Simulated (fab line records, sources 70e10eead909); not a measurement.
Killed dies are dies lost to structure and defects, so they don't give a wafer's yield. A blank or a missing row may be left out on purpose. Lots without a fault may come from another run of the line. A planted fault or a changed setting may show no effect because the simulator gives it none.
One fault seen from 2 desks | flow nand_harc | each desk has only its own numbers; what lay behind them comes last

THE TOOL OWNER'S DESK: litho_track-04
The tool's own readings at NHARC_P_M2_PEB_07 (peb time 65 s): means of the sampled wafers that have a number, for each lot that ran on this tool. A lot is out of limits, marked OUT, if its mean lies more than 4 standard deviations from the usual mean; the brackets give that distance.
Columns: A = heater_power_total_W at NHARC_P_M2_PEB_07, usual 156.6 W
lot  | first seen here | A
L689 | day 6 19:55     | 156.3
L697 | day 8 06:48     | 156.7
L699 | day 9 10:50     | 156.3
L704 | day 10 09:04    | 156.8
L706 | day 10 15:50    | 180.9 (+59) OUT
L708 | day 11 03:07    | 180.8 (+59) OUT
This desk's finding: out of limits on L706, L708; first on L706, day 10 15:50 (heater_power_total_W at NHARC_P_M2_PEB_07). In limits: L689, L697, L699, L704.

THE METROLOGY DESK
What the gauges read, lot by lot, whatever tool the lot ran on: means of the sampled wafers that have a number. A lot is out of limits, marked OUT, if its mean lies more than 4 standard deviations from the usual mean; the brackets give that distance.
Columns: A = cd_nm at NHARC_P_M2_CD_MEAS_09, usual 170.1 nm
lot  | first seen here | A
L688 | day 6 07:31     | 170.0
L689 | day 6 20:00     | 169.9
L691 | day 7 08:37     | 170.1
L695 | day 7 20:38     | 169.9
L697 | day 8 06:53     | 169.8
L701 | day 9 10:31     | 170.2
L699 | day 9 10:55     | 170.3
L700 | day 9 11:37     | 169.7
L704 | day 10 09:08    | 170.8
L706 | day 10 15:55    | 161.0 (-18) OUT
L708 | day 11 03:12    | 162.7 (-15) OUT
This desk's finding: out of limits on L706, L708; first on L706, day 10 15:55 (cd_nm at NHARC_P_M2_CD_MEAS_09). In limits: L688, L689, L691, L695, L697, L701, L699, L700, L704.

PUT TOGETHER
The tool owner's desk could have raised an alarm at day 10 15:50, on L706, L708.
The metrology desk could have raised an alarm at day 10 15:55, on L706, L708.
Of the lots named, all ran NHARC_P_M2_PEB_07 on litho_track-04.

WHAT THE SIMULATOR HAD PUT IN
Process parameter drift: litho_track-04, from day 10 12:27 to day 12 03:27, at NHARC_P_M2_PEB_07. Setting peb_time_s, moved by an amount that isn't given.
Lots struck among those shown: L706, L708.
Hours from the fault's start to each desk's first reading out of limits: the tool owner's desk, 3; the metrology desk, 3.
